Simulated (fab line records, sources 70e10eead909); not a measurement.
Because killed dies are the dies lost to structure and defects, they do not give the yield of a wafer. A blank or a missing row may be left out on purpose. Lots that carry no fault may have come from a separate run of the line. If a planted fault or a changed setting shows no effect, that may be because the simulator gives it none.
Struck lot and sound lot, side by side | flow nandHarc | 29 out of 1302 route steps
Sound: the wafers L867.3, L867.4, L867.6. Struck: wafers L881.2, L881.3, L881.6. The cause is named last.
For every step that has rows: the tool of each side, followed by ch and its chambers, followed by its first start. Under that, the readings that differ: sound wafers | struck wafers | difference of the means | sigmas: that difference in standard deviations of wafers without a fault.
alike: a reading whose means differ by less than 2 such deviations, as well as words and numbers matching on both sides. not compared: withheld readings; readings where some wafer has no value; bounds like >300 that might hide an equal value; numbers whose values overlap and for which the record gives no deviation.
The two part at a step that has a row with sigmas, a row that says differs or no value, or rows on one side only. Numbers that don't overlap but have no deviation are shown without sigmas and don't part them. A reading missing from all wafers of one side parts the sides only when that side holds two or more wafers.

first, 1 step without rows for these wafers: NHARC_A_CHANNEL_HOLE_D1_XSEM_31.
NHARC_A_CHANNEL_HOLE_D1_INSPECT_40:
  struck on defectInspect-02, day 14 23:26; sound on defectInspect-02, day 8 19:16
reading        | sound      | struck   | difference | sigmas
rawDefectCount | 94 116 111 | 55 54 44 | -56        | -2
then, 3 steps without rows for these wafers: NHARC_A_CHANNEL_FILL_D1_PRECLEAN_00 (cleans in SC1); NHARC_A_CHANNEL_FILL_D1_SRD_01; NHARC_A_CHANNEL_FILL_D1_ALD_02 (deposits SiO2, target thk 6 nm, pulse time 10 s, ald cycles 60).
NHARC_A_CHANNEL_FILL_D1_ALD_03: deposits SiNx, target thk 6 nm, pulse time 60 s, ald cycles 58.
  sound on aldSinBatch-01 ch 0; struck on aldSinBatch-02 ch 0
  alike: precursorPulseHeightRel
then, 1 step without rows for these wafers: NHARC_A_CHANNEL_FILL_D1_ALD_14 (deposits SiO2, target thk 2.5 nm, pulse time 10 s, ald cycles 25).
NHARC_A_CHANNEL_FILL_D1_ALD_15: deposits SiNx, target thk 2 nm, pulse time 60 s, ald cycles 19.
  sound on aldSinBatch-01 ch 0; struck on aldSinBatch-02 ch 0
  alike: precursorPulseHeightRel
then, 3 steps without rows for these wafers: NHARC_A_CHANNEL_FILL_D1_ALD_16 (deposits SiO2, target thk 1.5 nm, pulse time 10 s, ald cycles 15); NHARC_A_CHANNEL_FILL_D1_ANNEAL_17 (time 1800 s); NHARC_A_CHANNEL_FILL_D1_CVD_18 (deposits poly-Si, target thk 3 nm).
NHARC_A_CHANNEL_FILL_D1_ETCHBACK_19: etches the open film in HBr/Cl2, target depth 5 nm, time 1.7 s.
  sound on rieSi-02 ch 0,2,3, day 9 22:38; struck on rieSi-01 ch 0,1,2, day 15 23:34
  alike: chamberPressureMTorr, drypumpMotorCurrentA, mfcCl2Sccm, oesProductAu, throttleValvePct
  not compared: rfHoursCounterH
NHARC_A_CHANNEL_FILL_D1_ETCHBACK_20: etches the open film in C4F8/O2/Ar, target depth 27 nm, time 13.5 s.
  sound on rieDiel-05 ch 0,1,2, day 9 22:46; struck on rieDiel-10 ch 0,3, day 15 23:42
  alike: chamberPressureMTorr, oesProductAu, rfVppV
  not compared: rfHoursCounterH
NHARC_A_CHANNEL_FILL_D1_STRIP_28: strips in O2, time 20 s.
  sound on rieDiel-05 ch 0,2, day 9 22:50; struck on rieDiel-10 ch 1,2,3, day 15 23:47
  alike: chamberPressureMTorr, drypumpMotorCurrentA, oesProductAu, rfVppV, showerheadPlenumPTorr, throttleValvePct
  not compared: rfHoursCounterH
then, 4 steps without rows for these wafers: NHARC_A_CHANNEL_FILL_D1_PRECLEAN_21 (cleans in dHF, time 30 s); NHARC_A_CHANNEL_FILL_D1_SRD_23; NHARC_A_CHANNEL_FILL_D1_CVD_05 (deposits poly-Si, target thk 5 nm); NHARC_A_CHANNEL_FILL_D1_ANNEAL_22 (time 7200 s).
NHARC_A_CHANNEL_FILL_D1_THK_MEAS_06: measures by ellipsometry.
  struck on filmMetro-02, day 16 11:37; sound on filmMetro-02, day 10 10:42
  alike: thkNm
then, 8 steps without rows for these wafers: NHARC_A_CHANNEL_FILL_D1_ALD_25 (deposits SiOx, target thk 60 nm, pulse time 10 s, ald cycles 600); NHARC_A_CHANNEL_FILL_D1_ETCHBACK_08 (etches the open film in C4F8, target depth 220 nm, time 110 s); NHARC_A_CHANNEL_FILL_D1_STRIP_29 (strips in O2, time 20 s); NHARC_A_CHANNEL_FILL_D1_PRECLEAN_30 (cleans in dHF, time 30 s); NHARC_A_CHANNEL_FILL_D1_SRD_31; NHARC_A_CHANNEL_FILL_D1_CVD_09 (deposits poly-Si, target thk 150 nm, time 3000 s); NHARC_A_CHANNEL_FILL_D1_CMP_10 (polishes, target thk 150 nm); NHARC_A_CHANNEL_FILL_D1_SRD_12.
NHARC_A_DECK1_JOINT_ETCHBACK_07: etches the open film in HBr, target depth 105 nm, time 26.9 s.
  sound on rieSi-03 ch 0,1, day 10 22:46; struck on rieSi-06 ch 0,1,3, day 17 01:25
reading | sound | struck                                                                  | difference                   | sigmas
hold    | - - - | awaitDispo/1.7h/release awaitDispo/1.7h/release awaitDispo/1.7h/release | no value on the sound wafers | 
  alike: chamberPressureMTorr, drypumpMotorCurrentA, oesProductAu, throttleValvePct
  not compared: rfHoursCounterH
-- jump in the record: it breaks off in module A_DECK1_JOINT and resumes in module END (first step shown: number 1302 of the route), and 14 days separate the struck wafers' starts before and after --
NHARC_END_SORT_01:
  the record has rows for the struck wafers here (prober-01 ch 0, day 31 03:42) and none for the sound ones

== WHERE THEY PART ==
Earliest at NHARC_A_CHANNEL_HOLE_D1_INSPECT_40; latest, in this record, at NHARC_END_SORT_01.

WHY: the cause the simulator had injected
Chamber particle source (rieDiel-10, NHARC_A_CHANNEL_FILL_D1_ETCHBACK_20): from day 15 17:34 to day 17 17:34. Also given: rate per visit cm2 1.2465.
